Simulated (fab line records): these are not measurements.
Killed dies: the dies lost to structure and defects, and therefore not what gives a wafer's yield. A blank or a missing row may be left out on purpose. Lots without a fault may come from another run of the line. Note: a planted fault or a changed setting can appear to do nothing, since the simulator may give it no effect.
Which tool was responsible? :: flow n5 finfet :: Sampling: 9 lots, 27 wafers, 7 of 1938 route steps

== WHAT EACH GAUGE READ, for each wafer ==
N5_MOL_CONTACT_COAG_OVL_MEAS_85. Usual: VG_OVL typically reads 0.5 nm, with standard deviation 0.65.
lot: L857
measured: day 5 22:49
on: overlay-02
VG_OVL (nm): 1.0 0.7 0.2
flag: 

lot: L864
measured: day 7 10:29
on: overlay-02
VG_OVL (nm): 0.4 0.1 0.5
flag: 

lot: L866
measured: day 8 02:44
on: overlay-02
VG_OVL (nm): 0.0 -0.4 -0.4
flag: 

lot: L867
measured: day 8 06:58
on: overlay-01
VG_OVL (nm): 0.2 -0.2 -0.6
flag: 

lot: L870
measured: day 9 01:22
on: overlay-02
VG_OVL (nm): 0.0 0.3 0.7
flag: 

lot: L872
measured: day 9 12:54
on: overlay-01
VG_OVL (nm): 0.0 0.4 0.5
flag: 

lot: L873
measured: day 10 00:11
on: overlay-01
VG_OVL (nm): 0.3 0.4 0.5
flag: 

lot: L875
measured: day 10 11:22
on: overlay-01
VG_OVL (nm): 0.1 0.2 1.0
flag: 

lot: L876
measured: day 11 06:06
on: overlay-01
VG_OVL (nm): 1.3 0.5 2.7
flag: 

N5_MOL_CONTACT_COAG_INSPECT_57: inspects for defects (brightfield). Usual: raw defect count 191, standard deviation 49.
lot: L857
measured: day 5 22:53
on: defect inspect-02
raw defect count: 167 173 129
flag: 

lot: L864
measured: day 7 10:32
on: defect inspect-02
raw defect count: 229 251 768
flag: OFF

lot: L866
measured: day 8 02:47
on: defect inspect-02
raw defect count: 130 187 120
flag: 

lot: L867
measured: day 8 07:01
on: defect inspect-01
raw defect count: 180 246 176
flag: 

lot: L870
measured: day 9 01:25
on: defect inspect-01
raw defect count: 230 244 167
flag: 

lot: L872
measured: day 9 12:57
on: defect inspect-02
raw defect count: 184 107 172
flag: 

lot: L873
measured: day 10 00:15
on: defect inspect-02
raw defect count: 245 188 153
flag: 

lot: L875
measured: day 10 11:25
on: defect inspect-02
raw defect count: 156 239 104
flag: 

lot: L876
measured: day 11 06:09
on: defect inspect-01
raw defect count: 224 223 228
flag: 

N5_MOL_CONTACT_COAG_INSPECT_42: inspects for defects (brightfield). Usual: raw defect count 200, standard deviation 51.
lot: L857
measured: day 6 00:08
on: defect inspect-01
raw defect count: 205 183 145
flag: 

lot: L864
measured: day 7 12:05
on: defect inspect-01
raw defect count: 231 282 792
flag: OFF

lot: L866
measured: day 8 04:25
on: defect inspect-02
raw defect count: 137 190 130
flag: 

lot: L867
measured: day 8 08:25
on: defect inspect-01
raw defect count: 189 252 206
flag: 

lot: L870
measured: day 9 02:45
on: defect inspect-01
raw defect count: 217 249 156
flag: 

lot: L872
measured: day 9 14:30
on: defect inspect-01
raw defect count: 183 134 195
flag: 

lot: L873
measured: day 10 01:30
on: defect inspect-01
raw defect count: 255 221 165
flag: 

lot: L875
measured: day 10 13:04
on: defect inspect-02
raw defect count: 155 231 107
flag: 

lot: L876
measured: day 11 07:35
on: defect inspect-01
raw defect count: 238 209 229
flag: 

N5_BEOL_M4_RC_MEAS_101. Usual: DIBL_N 36.4 mV/V, standard deviation 1.3; DIBL_P 36.5 mV/V, standard deviation 1.7; IOFF_N 0.154 nA/um, standard deviation 0.022; IOFF_P 0.202 nA/um, standard deviation 0.025; ION_N 671 uA/um, standard deviation 9.8; ION_P 460 uA/um, standard deviation 6.8; SS_N 71.6 mV/dec, standard deviation 0.54; SS_P 73.4 mV/dec, standard deviation 0.58; VT_N 250.9 mV, standard deviation 2.8; VT_P -251.4 mV, standard deviation 2.7.
lot: L857
measured: day 8 14:12
on: prober-02
DIBL_N (mV/V): 39.3 36.8 35.7
DIBL_P (mV/V): 38.5 36.2 34.4
IOFF_N (nA/um): 0.174 0.132 0.116
IOFF_P (nA/um): 0.185 0.155 0.142
ION_N (uA/um): 669 662 657
ION_P (uA/um): 447 446 444
SS_N (mV/dec): 72.4 71.7 71.4
SS_P (mV/dec): 74.5 72.9 73.5
VT_N (mV): 252.2 253.1 258.6
VT_P (mV): -256.8 -256.9 -256.9
flag: 

lot: L864
measured: day 10 04:52
on: prober-01
DIBL_N (mV/V): 37.0 36.2 35.5
DIBL_P (mV/V): 36.6 35.5 34.2
IOFF_N (nA/um): 0.162 0.148 0.134
IOFF_P (nA/um): 0.231 0.208 0.188
ION_N (uA/um): 680 674 671
ION_P (uA/um): 472 463 462
SS_N (mV/dec): 71.5 71.1 71.2
SS_P (mV/dec): 73.0 72.7 71.7
VT_N (mV): 248.9 249.8 249.6
VT_P (mV): -249.5 -251.7 -250.8
flag: 

lot: L866
measured: day 10 14:14
on: prober-01
DIBL_N (mV/V): 35.9 35.8 35.6
DIBL_P (mV/V): 38.8 39.1 38.8
IOFF_N (nA/um): 0.157 0.153 0.147
IOFF_P (nA/um): 0.192 0.191 0.182
ION_N (uA/um): 673 665 672
ION_P (uA/um): 458 458 452
SS_N (mV/dec): 71.7 71.6 71.8
SS_P (mV/dec): 73.6 73.8 73.1
VT_N (mV): 249.1 251.6 252.3
VT_P (mV): -254.4 -251.8 -254.5
flag: 

lot: L867
measured: day 10 14:43
on: prober-02
DIBL_N (mV/V): 36.2 35.1 34.2
DIBL_P (mV/V): 36.7 35.4 33.9
IOFF_N (nA/um): 0.164 0.143 0.132
IOFF_P (nA/um): 0.205 0.187 0.176
ION_N (uA/um): 681 671 671
ION_P (uA/um): 464 459 458
SS_N (mV/dec): 71.7 71.8 71.3
SS_P (mV/dec): 72.6 72.5 72.5
VT_N (mV): 250.9 252.5 251.3
VT_P (mV): -250.8 -251.6 -253.4
flag: 

lot: L870
measured: day 12 01:38
on: prober-01
DIBL_N (mV/V): 33.6 34.6 35.3
DIBL_P (mV/V): 33.9 35.4 36.2
IOFF_N (nA/um): 0.125 0.136 0.144
IOFF_P (nA/um): 0.181 0.197 0.205
ION_N (uA/um): 662 671 667
ION_P (uA/um): 457 463 457
SS_N (mV/dec): 70.7 71.0 71.8
SS_P (mV/dec): 72.4 73.3 73.4
VT_N (mV): 255.2 252.1 253.1
VT_P (mV): -250.4 -249.0 -250.7
flag: 

lot: L872
measured: day 12 06:35
on: prober-02
DIBL_N (mV/V): 38.0 37.6 37.0
DIBL_P (mV/V): 37.3 37.1 36.4
IOFF_N (nA/um): 0.181 0.163 0.157
IOFF_P (nA/um): 0.232 0.225 0.221
ION_N (uA/um): 661 672 671
ION_P (uA/um): 451 461 463
SS_N (mV/dec): 72.6 72.0 71.7
SS_P (mV/dec): 73.1 73.5 73.4
VT_N (mV): 249.9 252.3 250.5
VT_P (mV): -248.6 -251.1 -250.3
flag: 

lot: L873
measured: day 12 18:36
on: prober-01
DIBL_N (mV/V): 35.8 38.0 36.2
DIBL_P (mV/V): 35.5 37.1 35.9
IOFF_N (nA/um): 0.135 0.161 0.139
IOFF_P (nA/um): 0.225 0.260 0.243
ION_N (uA/um): 662 656 655
ION_P (uA/um): 466 461 458
SS_N (mV/dec): 70.9 72.7 71.7
SS_P (mV/dec): 73.0 73.9 73.3
VT_N (mV): 253.4 249.9 252.5
VT_P (mV): -250.0 -247.8 -245.9
flag: 

lot: L875
measured: day 12 23:37
on: prober-02
DIBL_N (mV/V): 38.7 37.7 38.3
DIBL_P (mV/V): 40.7 40.3 41.4
IOFF_N (nA/um): 0.203 0.184 0.213
IOFF_P (nA/um): 0.250 0.238 0.267
ION_N (uA/um): 671 675 679
ION_P (uA/um): 462 457 461
SS_N (mV/dec): 73.0 72.1 72.4
SS_P (mV/dec): 74.1 74.4 73.9
VT_N (mV): 248.8 249.9 248.1
VT_P (mV): -248.9 -249.7 -247.8
flag: 

lot: L876
measured: day 13 22:59
on: prober-01
DIBL_N (mV/V): 34.7 35.0 35.2
DIBL_P (mV/V): 34.7 35.3 36.0
IOFF_N (nA/um): 0.130 0.134 0.145
IOFF_P (nA/um): 0.191 0.199 0.215
ION_N (uA/um): 662 679 672
ION_P (uA/um): 459 466 464
SS_N (mV/dec): 71.6 70.6 71.2
SS_P (mV/dec): 72.5 72.7 72.4
VT_N (mV): 253.3 251.0 250.8
VT_P (mV): -251.2 -248.1 -249.1
flag: 

== EACH LOT AND THE TOOL THAT RAN IT (in order: tool; ch and the chambers of the sampled wafers; start) ==
lot: L857
N5_MOL_CONTACT_COAG_ANNEAL_113: rtp anneal-02 ch 0, day 5 15:55
N5_MOL_CONTACT_COAG_PECVD_31: pecvd-02 ch 1,2, day 5 22:27
N5_MOL_CONTACT_COAG_ETCH_90: rie diel-05 ch 0,2, day 5 22:59

lot: L864
N5_MOL_CONTACT_COAG_ANNEAL_113: rtp anneal-01 ch 0, day 7 03:52
N5_MOL_CONTACT_COAG_PECVD_31: pecvd-02 ch 0,1,2, day 7 09:59
N5_MOL_CONTACT_COAG_ETCH_90: rie diel-05 ch 0,1,3, day 7 10:39

lot: L866
N5_MOL_CONTACT_COAG_ANNEAL_113: rtp anneal-01 ch 0, day 7 21:17
N5_MOL_CONTACT_COAG_PECVD_31: pecvd-04 ch 0,1,2, day 8 02:14
N5_MOL_CONTACT_COAG_ETCH_90: rie diel-06 ch 0,1,2, day 8 02:52

lot: L867
N5_MOL_CONTACT_COAG_ANNEAL_113: rtp anneal-02 ch 0, day 8 00:23
N5_MOL_CONTACT_COAG_PECVD_31: pecvd-03 ch 1,2, day 8 06:36
N5_MOL_CONTACT_COAG_ETCH_90: rie diel-05 ch 0,1,2, day 8 07:07

lot: L870
N5_MOL_CONTACT_COAG_ANNEAL_113: rtp anneal-01 ch 0, day 8 18:25
N5_MOL_CONTACT_COAG_PECVD_31: pecvd-03 ch 0,1,2, day 9 00:59
N5_MOL_CONTACT_COAG_ETCH_90: rie diel-05 ch 0,3, day 9 01:35

lot: L872
N5_MOL_CONTACT_COAG_ANNEAL_113: rtp anneal-01 ch 0, day 9 08:16
N5_MOL_CONTACT_COAG_PECVD_31: pecvd-04 ch 0,1,2, day 9 12:31
N5_MOL_CONTACT_COAG_ETCH_90: rie diel-02 ch 0,2,3, day 9 13:14

lot: L873
N5_MOL_CONTACT_COAG_ANNEAL_113: rtp anneal-02 ch 0, day 9 16:49
N5_MOL_CONTACT_COAG_PECVD_31: pecvd-03 ch 0,1,2, day 9 23:40
N5_MOL_CONTACT_COAG_ETCH_90: rie diel-02 ch 1,2, day 10 00:20

lot: L875
N5_MOL_CONTACT_COAG_ANNEAL_113: rtp anneal-01 ch 0, day 10 04:21
N5_MOL_CONTACT_COAG_PECVD_31: pecvd-02 ch 1,2, day 10 10:50
N5_MOL_CONTACT_COAG_ETCH_90: rie diel-06 ch 0,2, day 10 11:42

lot: L876
N5_MOL_CONTACT_COAG_ANNEAL_113: rtp anneal-02 ch 0, day 10 21:23
N5_MOL_CONTACT_COAG_PECVD_31: pecvd-04 ch 0,2, day 11 05:43
N5_MOL_CONTACT_COAG_ETCH_90: rie diel-06 ch 0,2, day 11 06:14
- N5_MOL_CONTACT_COAG_ANNEAL_113: time 300 s.
- N5_MOL_CONTACT_COAG_PECVD_31: deposits SiO2 from TEOS/O2, target thk 46 nm, time 8.9 s.
- N5_MOL_CONTACT_COAG_ETCH_90: etches SiARC in CF4, target depth 13 nm, time 21.7 s.

== AS READ BY THE TOOLS THEMSELVES (means over the sampled wafers that have a number; for cases with no such wafer, the mark the record gives instead) ==
N5_MOL_CONTACT_COAG_ANNEAL_113. Usual: lamp power pct 2.66 %, standard deviation 0.2; lamp_zone_7_pct 2.79 %, standard deviation 0.21; wafer_temp_C_max 401.7, standard deviation 0.56.
lot: L857
tool: rtp anneal-02
lamp power pct (%): 2.87
lamp_zone_7_pct (%): 3.02
wafer_temp_C_max: 401.0
flag: 

lot: L864
tool: rtp anneal-01
lamp power pct (%): 2.48
lamp_zone_7_pct (%): 2.60
wafer_temp_C_max: 402.5
flag: 

lot: L866
tool: rtp anneal-01
lamp power pct (%): 2.48
lamp_zone_7_pct (%): 2.60
wafer_temp_C_max: 402.1
flag: 

lot: L867
tool: rtp anneal-02
lamp power pct (%): 2.87
lamp_zone_7_pct (%): 3.02
wafer_temp_C_max: 401.2
flag: 

lot: L870
tool: rtp anneal-01
lamp power pct (%): 2.48
lamp_zone_7_pct (%): 2.60
wafer_temp_C_max: 402.1
flag: 

lot: L872
tool: rtp anneal-01
lamp power pct (%): 2.47
lamp_zone_7_pct (%): 2.60
wafer_temp_C_max: 401.7
flag: 

lot: L873
tool: rtp anneal-02
lamp power pct (%): 2.87
lamp_zone_7_pct (%): 3.02
wafer_temp_C_max: 401.4
flag: 

lot: L875
tool: rtp anneal-01
lamp power pct (%): 2.47
lamp_zone_7_pct (%): 2.60
wafer_temp_C_max: 402.5
flag: 

lot: L876
tool: rtp anneal-02
lamp power pct (%): 2.87
lamp_zone_7_pct (%): 3.02
wafer_temp_C_max: 401.5
flag: 

N5_MOL_CONTACT_COAG_ETCH_90. Usual: drypump motor current A 5.8 A, standard deviation 0.35; etch rf on time s 21.7 s, standard deviation 0.35; oes product au 0.68 a.u., standard deviation 0.083; rf vpp V 183.5 V, standard deviation 1; showerhead plenum p Torr 2.11 Torr, standard deviation 0.049; throttle valve pct 15.67 %, standard deviation 0.27.
lot: L857
tool: rie diel-05
drypump motor current A (A): 5.8
etch rf on time s (s): 21.4
oes product au (a.u.): 0.70
rf vpp V (V): 185.0
showerhead plenum p Torr (Torr): 2.13
throttle valve pct (%): 15.58
flag: 

lot: L864
tool: rie diel-05
drypump motor current A (A): 5.5
etch rf on time s (s): 21.4
oes product au (a.u.): 0.73
rf vpp V (V): 183.4
showerhead plenum p Torr (Torr): 2.10
throttle valve pct (%): 15.48
flag: 

lot: L866
tool: rie diel-06
drypump motor current A (A): 5.9
etch rf on time s (s): 21.6
oes product au (a.u.): 0.76
rf vpp V (V): 183.4
showerhead plenum p Torr (Torr): 2.11
throttle valve pct (%): 15.46
flag: 

lot: L867
tool: rie diel-05
drypump motor current A (A): 5.6
etch rf on time s (s): 21.3
oes product au (a.u.): 0.79
rf vpp V (V): 185.0
showerhead plenum p Torr (Torr): 2.12
throttle valve pct (%): 15.43
flag: 

lot: L870
tool: rie diel-05
drypump motor current A (A): 5.7
etch rf on time s (s): 21.2
oes product au (a.u.): 0.68
rf vpp V (V): 182.9
showerhead plenum p Torr (Torr): 2.09
throttle valve pct (%): 15.55
flag: 

lot: L872
tool: rie diel-02
drypump motor current A (A): 6.0
etch rf on time s (s): 22.0
oes product au (a.u.): 0.61
rf vpp V (V): 183.4
showerhead plenum p Torr (Torr): 2.10
throttle valve pct (%): 16.00
flag: 

lot: L873
tool: rie diel-02
drypump motor current A (A): 5.4
etch rf on time s (s): 22.1
oes product au (a.u.): 0.62
rf vpp V (V): 184.5
showerhead plenum p Torr (Torr): 2.10
throttle valve pct (%): 15.80
flag: 

lot: L875
tool: rie diel-06
drypump motor current A (A): 5.9
etch rf on time s (s): 21.5
oes product au (a.u.): 0.77
rf vpp V (V): 183.1
showerhead plenum p Torr (Torr): 2.10
throttle valve pct (%): 15.29
flag: 

lot: L876
tool: rie diel-06
drypump motor current A (A): 5.8
etch rf on time s (s): 21.7
oes product au (a.u.): 0.76
rf vpp V (V): 183.7
showerhead plenum p Torr (Torr): 2.09
throttle valve pct (%): 15.41
flag: 

== THE ANSWER, worked out from the rows above alone ==
Rule: a lot counts as off when the mean over its wafers that have a number is more than 3 standard deviations away from the usual mean. Also off: a lot with no number at a reading for which 4 or more lots have one. All remaining lots with rows at the step are treated as sound. First the gauges in route order, then the tools' own readings, where a lot's mean is used as printed above. The first step at which some lot is off is used, and at that step the reading that is off furthest; a lot without a number counts as furthest.
Off: L864 (N5_MOL_CONTACT_COAG_INSPECT_57, raw defect count).
If a tool, at a process step before that reading, ran all the lots that are off and no sound lot after the first of them, it fits. The gauges at N5_MOL_CONTACT_COAG_INSPECT_57 aren't tried: what is off there is off at N5_MOL_CONTACT_COAG_INSPECT_42 too, on other tools, and a gauge's error can't cause that. None of those tried fits.

== WHAT HAD BEEN PUT IN BY THE SIMULATOR ==
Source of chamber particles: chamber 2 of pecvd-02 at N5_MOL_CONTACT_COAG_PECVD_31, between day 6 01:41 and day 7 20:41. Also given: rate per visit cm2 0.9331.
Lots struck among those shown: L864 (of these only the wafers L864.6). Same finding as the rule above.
